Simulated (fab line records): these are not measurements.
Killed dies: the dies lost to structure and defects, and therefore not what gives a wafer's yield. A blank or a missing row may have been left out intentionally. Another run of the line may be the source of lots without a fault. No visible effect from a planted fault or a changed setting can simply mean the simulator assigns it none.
Comparing a struck lot with a sound one | flow n5_finfet | 28 steps out of a route of 1938
Sound: these wafers, L899.2, L899.4, L899.5. Struck: wafers L898.4, L898.5, L898.6. At the end, the cause is stated.
Order at every step that has rows: each side's tool, ch and its chambers, its first start. Under that, the readings that differ: sound wafers | struck wafers | difference of the means | sigmas: that difference in standard deviations of wafers without a fault.
alike: words and numbers the same on both sides, and readings whose means are apart by under 2 such deviations; not compared: readings that were withheld, readings missing a value for some wafer, numbers with overlapping values and no deviation given by the record, and bounds like >300 which may hide the same value.
The two part at a step that has a row with sigmas, a row that says differs or no value, or rows on one side only. Non-overlapping numbers with no deviation appear without sigmas and do not part them. A reading that every wafer of one side lacks parts them only if that side has two wafers or more.

first, 9 steps without rows for these wafers: N5_SD_EPI_P_EBR_05; N5_SD_EPI_P_SOFTBAKE_04 (time 60 s); N5_SD_EPI_P_EXPOSE_06 (exposes mask SD P BLK, target cd 240 nm); N5_SD_EPI_P_PEB_07 (peb time 60 s); N5_SD_EPI_P_DEVELOP_08 (develop time 30 s); N5_SD_EPI_P_DESCUM_14 (chemistry O2, time 7.9 s); N5_SD_EPI_P_ETCH_36 (etches SiARC in CF4, target depth 45.5 nm, time 75.8 s); N5_SD_EPI_P_ETCH_37 (etches SOC in N2/H2, overetch 108 nm, time 486 s); N5_SD_EPI_P_STRIP_38 (strips in N2/H2).
N5_SD_EPI_P_ETCHBACK_46: etches SiNx in CH3F/O2, stops on SiO2, target depth 17.5 nm.
  sound on rie_diel-04 ch 0,1,2, day 7 11:02; struck on rie_diel-04 ch 0,1,2, day 7 06:59
  no value came back on the struck wafers for any of 10 readings (CH3F_flow_sccm (sccm), O2_flow_sccm (sccm) and others); on the sound wafers CH3F_flow_sccm (sccm) reads 29.93 29.89 29.88
  reading                                     | sound          | struck         | difference | sigmas
  model.SiARC_of_SD_EPI_P_COAT_35.thk_nm (nm) | 15.4 16.4 14.6 | 20.6 20.2 19.4 | +4.6       |
  not compared: rf_hours_counter_h
then, 1 step without rows for these wafers: N5_SD_EPI_P_ETCH_47 (etches SiOCN in CH3F/O2, target depth 25 nm).
N5_SD_EPI_P_ETCH_16: etches SiO2 in CHF3/O2, target depth 5 nm.
  sound on rie_diel-04 ch 0,1,2, day 7 11:14; struck on rie_diel-04 ch 0,1,2, day 7 07:10
  reading                                     | sound      | struck         | difference | sigmas
  model.SiARC_of_SD_EPI_P_COAT_35.thk_nm (nm) | 11.8 13 11 | 17.2 16.6 15.8 | +4.6       |
  alike: drypump_motor_current_A, oes_ar_750_au, oes_f_703_au, oes_o_777_au, oes_product_au, rf_vpp_V, showerhead_plenum_p_Torr, throttle_valve_pct
  not compared: rf_hours_counter_h
then, 8 steps without rows for these wafers: N5_SD_EPI_P_STRIP_50 (strips in CHF3/O2); N5_SD_EPI_P_SD_RECESS_17 (chemistry HBr/Cl2/O2, target depth 39.1 nm, bt time 3 s); N5_SD_EPI_P_WET_ETCH_45 (etches SiO2 in dHF, time 10.7 s, target depth 2 nm, rinse time 30 s); N5_SD_EPI_P_STRIP_40 (strips in N2/H2); N5_SD_EPI_P_PRECLEAN_52 (cleans in O3/DIW, time 60 s); N5_SD_EPI_P_SRD_20 (time 30 s); N5_SD_EPI_P_PRECLEAN_51 (cleans in NF3:NH3, afs cycles 1, time 20 s, sublimation time 60 s); N5_SD_EPI_P_VAPOR_ETCH_44 (etches SiGe30 in NF3/Ar, time 3.3 s).
N5_SD_EPI_P_EPI_21: deposits SiGe:B, time 355 s.
  sound on epi_rpcvd-02 ch 0, day 7 12:20; struck on epi_rpcvd-04 ch 0, day 7 08:59
  reading                                     | sound          | struck      | difference | sigmas
  model.SiGe-B_of_SD_EPI_P_EPI_21.thk_nm (nm) | 61.4 60.8 60.2 | 1.6 1.2 1.2 | -59.5      |
  alike: susceptor_temp_C
N5_SD_EPI_P_EPI_MEAS_23:
  sound: film_metro-02 at day 7 14:11; struck: film_metro-02 at day 7 10:08
  reading     | sound          | struck      | difference | sigmas
  thk_nm (nm) | 61.6 59.8 59.2 | 2.5 2.3 1.7 | -58.0      | -45
then, 2 steps without rows for these wafers: N5_SD_EPI_P_HM_STRIP_48 (strips SiNx in H3PO4, material SiNx, target depth 3 nm); N5_SD_EPI_P_SRD_49 (time 30 s).
N5_SD_EPI_P_PRECLEAN_24: cleans in O3/DIW, time 45 s.
  sound on wet_bench-03 ch 0,2,6, day 7 14:17; struck on wet_bench-04 ch 3,6,7, day 7 10:18
  reading                                     | sound        | struck      | difference | sigmas
  model.SiGe-B_of_SD_EPI_P_EPI_21.thk_nm (nm) | 61 60.4 59.8 | 1.6 1.2 1.2 | -59.1      |
then, 1 step without rows for these wafers: N5_SD_EPI_P_PRECLEAN_32 (cleans in dHF, time 10 s).
N5_BEOL_M4_RC_MEAS_101:
  the record has rows for the sound wafers here (prober-01 ch 0, day 12 03:29) and none for the struck ones
-- a jump in the record: the struck wafers' starts before and after are 10 days apart (it breaks off in module BEOL_M4 and resumes in module PASSIVATION, where the first step shown is number 1936 of the route) --
N5_PASSIVATION_PROBE_49:
  sound: prober-02 at day 16 20:29; struck: prober-02 at day 17 00:22
  reading             | sound     | struck         | difference | sigmas
  killed_at_front_end | 43 36 36  | 1122 1116 1097 | +1073      | +89
  killed_dies         | 106 74 92 | 1180 1180 1180 | +1089      | +61
  killed_on_rim       | 16 14 12  | 152 152 152    | +138       | +31
  alike: killed_at_M0_to_M3, killed_at_M4_up, killed_at_contacts, killed_at_other, killed_open, killed_short

== WHERE THEY PART ==
At N5_SD_EPI_P_ETCHBACK_46 first; at N5_PASSIVATION_PROBE_49 last (within this record only).

WHY: what had been put in by the simulator
At N5_SD_EPI_P_ETCHBACK_46, the step was skipped entirely on rie_diel-04 from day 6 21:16 on. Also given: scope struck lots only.
